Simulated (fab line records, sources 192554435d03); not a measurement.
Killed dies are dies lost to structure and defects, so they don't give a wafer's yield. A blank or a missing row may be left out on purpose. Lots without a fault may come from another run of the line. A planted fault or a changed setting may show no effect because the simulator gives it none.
Which tool did it? | flow n5_finfet | 9 lots, 27 wafers sampled, at 5 steps of a route of 1938

WHAT THE GAUGES READ, wafer by wafer
N5_SDB_THK_MEAS_31. Usual: SDB_THK 64.3 nm, standard deviation 0.89.
lot  | measured    | on            | SDB_THK (nm)   | flag
L654 | day 4 11:38 | film_metro-02 | 64.2 63.6 63.8 |
L655 | day 4 13:42 | film_metro-01 | 65.5 66.0 65.5 |
L659 | day 5 14:21 | film_metro-02 | 64.7 65.4 64.6 |
L662 | day 6 14:18 | film_metro-02 | 63.4 63.5 64.4 |
L664 | day 6 21:05 | film_metro-02 | 63.7 64.4 63.3 |
L667 | day 7 16:50 | film_metro-02 | 63.6 65.0 64.1 |
L668 | day 8 00:19 | film_metro-02 | 65.8 65.9 64.7 |
L671 | day 8 19:41 | film_metro-01 | 64.4 63.2 63.2 |
L675 | day 9 17:43 | film_metro-02 | 64.5 64.4 63.6 |

N5_BEOL_M4_RC_MEAS_101. Usual: DIBL_N 35.7 mV/V, standard deviation 1.3; DIBL_P 36.0 mV/V, standard deviation 1.6; IOFF_N 0.154 nA/um, standard deviation 0.025; IOFF_P 0.21 nA/um, standard deviation 0.034; ION_N 675 uA/um, standard deviation 9.7; ION_P 465 uA/um, standard deviation 7.4; SS_N 71.3 mV/dec, standard deviation 0.55; SS_P 73.1 mV/dec, standard deviation 0.52; VT_N 250 mV, standard deviation 3; VT_P -249 mV, standard deviation 3.6.
lot  | measured     | on        | DIBL_N (mV/V)  | DIBL_P (mV/V)  | IOFF_N (nA/um)    | IOFF_P (nA/um) | ION_N (uA/um) | ION_P (uA/um) | SS_N (mV/dec)  | SS_P (mV/dec)  | VT_N (mV)   | VT_P (mV)      | flag
L654 | day 8 12:58  | prober-02 | 36.9 35.7 36.6 | 37.2 36.3 36.6 | 0.169 0.149 0.161 | 0.21 0.19 0.20 | 677 678 678   | 463 464 460   | 71.0 71.1 71.0 | 74.0 72.9 73.4 | 245 250 247 | -251 -253 -251 |
L655 | day 8 17:07  | prober-02 | 34.7 37.3 33.3 | 34.7 37.5 33.1 | 0.117 0.156 0.097 | 0.17 0.21 0.16 | 668 659 645   | 456 457 457   | 71.3 71.9 71.0 | 72.9 73.2 72.3 | 255 252 259 | -254 -250 -254 |
L659 | day 9 22:26  | prober-01 | 34.2 35.7 34.2 | 34.8 36.5 35.4 | 0.125 0.151 0.129 | 0.21 0.23 0.21 | 667 676 662   | 469 465 465   | 71.0 71.8 71.3 | 72.6 73.2 72.9 | 251 251 254 | -248 -247 -247 |
L662 | day 10 14:38 | prober-01 | 34.9 36.1 35.3 | 35.9 37.8 36.1 | 0.144 0.166 0.151 | 0.19 0.22 0.20 | 673 676 668   | 467 463 462   | 70.7 71.9 71.2 | 72.8 73.1 73.0 | 250 250 250 | -250 -248 -247 |
L664 | day 10 20:22 | prober-01 | 35.5 37.2 36.6 | 34.5 36.2 35.7 | 0.131 0.157 0.153 | 0.17 0.20 0.18 | 669 670 685   | 456 454 458   | 70.7 71.0 71.5 | 74.0 73.5 74.0 | 254 250 249 | -256 -255 -255 |
L667 | day 12 06:13 | prober-02 | 33.4 34.0 34.2 | 33.0 33.0 33.6 | 0.112 0.117 0.121 | 0.17 0.16 0.17 | 668 665 664   | 469 460 456   | 70.9 70.6 70.5 | 73.2 72.9 73.1 | 256 253 253 | -252 -253 -255 |
L668 | day 12 06:58 | prober-01 | 36.2 34.1 34.1 | 37.7 35.5 35.8 | 0.176 0.140 0.139 | 0.23 0.20 0.20 | 683 684 678   | 464 473 469   | 71.5 71.0 71.4 | 73.4 73.2 73.7 | 246 249 248 | -247 -249 -247 |
L671 | day 12 22:46 | prober-02 | 36.7 35.3 38.0 | 37.0 35.0 37.8 | 0.177 0.153 0.212 | 0.22 0.19 0.23 | 680 665 674   | 462 452 455   | 71.6 71.6 72.3 | 74.1 72.9 74.4 | 248 251 246 | -251 -253 -250 |
L675 | day 13 14:23 | prober-02 | 36.9 36.3 37.2 | 35.3 35.5 36.2 | 0.160 0.151 0.168 | 0.20 0.19 0.21 | 671 673 680   | 459 467 459   | 71.9 71.9 71.7 | 72.7 72.9 73.7 | 249 249 249 | -252 -252 -251 |

WHICH TOOL RAN EACH LOT (tool, then ch and the chambers of the sampled wafers, then the start)
lot  | N5_SDB_ETCH_18                    | N5_SDB_ALD_29                    | N5_SDB_CMP_30
L654 | rie_diel-01 ch 2,3, day 4 06:39   | ald_sin-02 ch 0,3, day 4 08:33   | cmp-03 ch 0,1, day 4 11:22
L655 | rie_diel-03 ch 0,1,2, day 4 09:57 | ald_sin-04 ch 0,1, day 4 10:41   | cmp-03 ch 0,3, day 4 13:25
L659 | rie_diel-03 ch 0,3, day 5 10:25   | ald_sin-02 ch 1,2,3, day 5 11:10 | cmp-03 ch 0,1,2, day 5 14:10
L662 | rie_diel-01 ch 0,1,3, day 6 08:44 | ald_sin-01 ch 0,1, day 6 11:16   | cmp-03 ch 0,3, day 6 14:03
L664 | rie_diel-01 ch 0,2, day 6 17:19   | ald_sin-02 ch 0,2,3, day 6 18:03 | cmp-04 ch 0,2,3, day 6 20:47
L667 | rie_diel-04 ch 0,2, day 7 13:04   | ald_sin-02 ch 2,3, day 7 13:49   | cmp-01 ch 0,2, day 7 16:32
L668 | rie_diel-01 ch 0,1,2, day 7 20:30 | ald_sin-02 ch 0,1, day 7 21:17   | cmp-01 ch 0,2,3, day 8 00:06
L671 | rie_diel-04 ch 0,1,2, day 8 14:43 | ald_sin-01 ch 0,1,3, day 8 16:32 | cmp-01 ch 1,2,3, day 8 19:26
L675 | rie_diel-04 ch 2,3, day 9 13:20   | ald_sin-01 ch 0,1,3, day 9 14:41 | cmp-03 ch 1,2,3, day 9 17:25
- N5_SDB_ETCH_18: etches SOC in N2/H2, target depth 100 nm, overetch 20 nm, time 150 s.
- N5_SDB_ALD_29: deposits SiNx, target thk 30 nm, pulse time 1 s, ald cycles 600.
- N5_SDB_CMP_30: polishes, stops on poly-Si, t overpolish 1.54 s, target thk 30 nm.

WHAT THE TOOLS THEMSELVES READ (means of the sampled wafers that have a number; where no wafer has one, the mark that the record gives instead)
N5_SDB_ETCH_18. Usual: drypump_motor_current_A 5.8 A, standard deviation 0.44; oes_product_au 0.70 a.u., standard deviation 0.066; rf_vpp_V 523.3 V, standard deviation 2.1; showerhead_plenum_p_Torr 2.52 Torr, standard deviation 0.071; throttle_valve_pct 17.76 %, standard deviation 0.28.
lot  | tool        | drypump_motor_current_A (A) | oes_product_au (a.u.) | rf_vpp_V (V) | showerhead_plenum_p_Torr (Torr) | throttle_valve_pct (%) | flag
L654 | rie_diel-01 | 6.4                         | 0.68                  | 522.8        | 2.50                            | 18.06                  |
L655 | rie_diel-03 | 6.0                         | 0.73                  | 523.9        | 2.52                            | 17.68                  |
L659 | rie_diel-03 | 5.5                         | 0.69                  | 525.0        | 2.59                            | 17.93                  |
L662 | rie_diel-01 | 6.0                         | 0.78                  | 525.5        | 2.61                            | 17.60                  |
L664 | rie_diel-01 | 6.2                         | 0.69                  | 524.8        | 2.54                            | 17.96                  |
L667 | rie_diel-04 | 5.2                         | 0.67                  | 521.2        | 2.43                            | 17.74                  |
L668 | rie_diel-01 | 6.0                         | 0.71                  | 525.0        | 2.55                            | 17.85                  |
L671 | rie_diel-04 | 5.4                         | 0.65                  | 522.9        | 2.50                            | 17.88                  |
L675 | rie_diel-04 | 5.4                         | 0.65                  | 520.3        | 2.43                            | 17.54                  |

N5_SDB_ALD_29. Usual: heater_power_w 859 W, standard deviation 120; precursor_pulse_height_rel 1.000, standard deviation 0.018; susceptor_temp_C 400.04 C, standard deviation 0.22.
lot  | tool       | heater_power_w (W) | precursor_pulse_height_rel | susceptor_temp_C (C) | flag
L654 | ald_sin-02 | 882                | 1.010                      | 400.05               |
L655 | ald_sin-04 | 769                | 0.995                      | 400.11               |
L659 | ald_sin-02 | 911                | 0.999                      | 399.85               |
L662 | ald_sin-01 | 839                | 1.010                      | 400.09               |
L664 | ald_sin-02 | 896                | 0.999                      | 400.04               |
L667 | ald_sin-02 | 808                | 1.007                      | 400.10               |
L668 | ald_sin-02 | 992                | 1.005                      | 400.08               |
L671 | ald_sin-01 | 835                | 0.995                      | 400.07               |
L675 | ald_sin-01 | 835                | 0.992                      | 400.01               |

N5_SDB_CMP_30. Usual: head_pressure_psi 4.149 psi, standard deviation 0.0095; motor_current_A 12.4 A, standard deviation 1.3; overpolish_run_s 1.539 s, standard deviation 0.0096; slurry_flow_ml_min 150.1, standard deviation 0.45; time_to_endpoint_s 17.2 s, standard deviation 2.3.
lot  | tool   | head_pressure_psi (psi) | motor_current_A (A) | overpolish_run_s (s) | slurry_flow_ml_min | time_to_endpoint_s (s) | flag
L654 | cmp-03 | 4.153                   | 10.7                | 1.537                | 149.7              | 17.2                   |
L655 | cmp-03 | 4.152                   | 11.2                | 1.538                | 149.9              | 14.9                   |
L659 | cmp-03 | 3.804                   | 10.7                | 1.537                | 149.9              | 18.7                   | OFF
L662 | cmp-03 | 3.797                   | 10.6                | 1.534                | 150.1              | 19.1                   | OFF
L664 | cmp-04 | 4.152                   | 13.5                | 1.541                | 150.4              | 16.5                   |
L667 | cmp-01 | 4.150                   | 13.3                | 1.537                | 150.2              | 16.2                   |
L668 | cmp-01 | 4.155                   | 13.4                | 1.531                | 149.8              | 18.1                   |
L671 | cmp-01 | 4.151                   | 13.3                | 1.547                | 150.4              | 18.8                   |
L675 | cmp-03 | 4.136                   | 10.7                | 1.543                | 150.0              | 19.2                   |

THE ANSWER, worked out from the rows above alone
Rule: a lot is off if the mean of its wafers that have a number lies more than 3 standard deviations from the usual mean. A lot without any number at a reading at which 4 lots or more have one is off too. The other lots that the step has rows for count as sound. The gauges are gone through in route order, then the tools' own readings, and for those a lot's mean is taken as printed above. The first step at which some lot is off is used, and at that step the reading that is off furthest; a lot without a number counts as furthest.
Off: L659, L662, at N5_SDB_CMP_30 (head_pressure_psi).
A tool fits if, at that step or a process step before it, it ran every lot that is off, and no sound lot after the first of them. None of those tried fits.

WHAT THE SIMULATOR HAD PUT IN
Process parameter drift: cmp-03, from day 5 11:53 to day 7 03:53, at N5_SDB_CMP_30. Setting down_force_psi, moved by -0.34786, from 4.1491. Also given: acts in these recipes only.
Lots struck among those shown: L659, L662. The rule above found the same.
